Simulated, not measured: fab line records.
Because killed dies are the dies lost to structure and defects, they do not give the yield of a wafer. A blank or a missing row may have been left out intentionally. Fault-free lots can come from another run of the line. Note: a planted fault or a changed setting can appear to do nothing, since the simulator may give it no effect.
Chamber matching | flow n5Finfet | N5_DUMMY_REMOVAL_STRIP_10 on rieDiel-05 has 4 sister chambers
The step strips in N2/H2, time 40 s. 20 wafers are shown with their chamber, then 10 later ones without.

## WAFERS PAIRED WITH THEIR CHAMBERS
wafer  | chamber | showerheadPlenumPTorr (Torr) | throttleValvePct (%) | oesProductAu (a.u.)
L075.1 | 0       | 3.52                         | 12.47                | 0.76
L075.3 | 3       | 3.30                         | 12.29                | 0.69
L075.4 | 1       | 3.37                         | 12.04                | 0.78
L077.1 | 2       | 3.46                         | 11.90                | 0.97
L077.3 | 1       | 3.37                         | 12.03                | 0.78
L077.6 | 2       | 3.46                         | 11.89                | 0.97
L076.1 | 1       | 3.37                         | 12.04                | 0.79
L076.3 | 2       | 3.46                         | 11.92                | 0.98
L076.6 | 2       | 3.46                         | 11.92                | 0.97
L079.1 | 1       | 3.37                         | 12.05                | 0.78
L079.3 | 2       | 3.46                         | 11.91                | 0.95
L079.4 | 2       | 3.46                         | 11.93                | 0.95
L089.1 | 0       | 3.51                         | 12.53                | 0.74
L089.5 | 1       | 3.36                         | 12.10                | 0.76
L089.6 | 2       | 3.45                         | 11.97                | 0.91
L092.3 | 1       | 3.36                         | 12.11                | 0.76
L092.4 | 0       | 3.51                         | 12.57                | 0.74
L092.6 | 1       | 3.36                         | 12.10                | 0.76
L093.3 | 2       | 3.45                         | 11.98                | 0.90
L093.4 | 1       | 3.36                         | 12.10                | 0.75

SIGNATURES (averages over the wafers above)
reading               | chamber 0 | chamber 1 | chamber 2 | chamber 3 | scatter within a chamber
showerheadPlenumPTorr | 3.5133    | 3.3650    | 3.4575    | 3.3000    | 0.0051
throttleValvePct      | 12.5233   | 12.0712   | 11.9275   | 12.2900   | 0.0356
oesProductAu          | 0.7467    | 0.7700    | 0.9500    | 0.6900    | 0.0222
Rule: a wafer's distance from a chamber is the root of the sum, over the readings, of the square of ((its reading less the chamber's mean) divided by the reading's scatter). If the next closest chamber is less than 2 further off than the closest, the wafer can't be placed; otherwise it belongs to the closest. The scatter is the square root of a quotient: the sum, over the shown wafers, of each reading's squared deviation from its chamber's mean, divided by wafers minus chambers.

## WAFERS WHOSE CHAMBER IS MISSING
wafer  | showerheadPlenumPTorr (Torr) | throttleValvePct (%) | oesProductAu (a.u.)
L093.6 | 3.50                         | 12.58                | 0.73
L094.1 | 3.45                         | 11.98                | 0.89
L094.5 | 3.28                         | 11.72                | 0.89
L094.6 | 3.45                         | 12.00                | 0.90
L096.1 | 3.44                         | 12.00                | 0.88
L096.5 | 3.35                         | 12.12                | 0.74
L096.6 | 3.44                         | 12.00                | 0.88
L097.1 | 3.44                         | 12.02                | 0.88
L097.2 | 3.35                         | 12.12                | 0.74
L097.3 | 3.50                         | 12.58                | 0.73

## WHICH CHAMBER EACH WENT THROUGH
wafer  | from the rows above     | in truth
L093.6 | 0                       | 0
L094.1 | 2                       | 2
L094.5 | can't be placed: 3 or 1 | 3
L094.6 | 2                       | 2
L096.1 | 2                       | 2
L096.5 | 1                       | 1
L096.6 | 2                       | 2
L097.1 | 2                       | 2
L097.2 | 1                       | 1
L097.3 | 0                       | 0
Correctly placed: 9 of 10. From these rows, 1 cannot be placed; in 1 the true chamber is one of the candidates. Wrongly placed: 0.
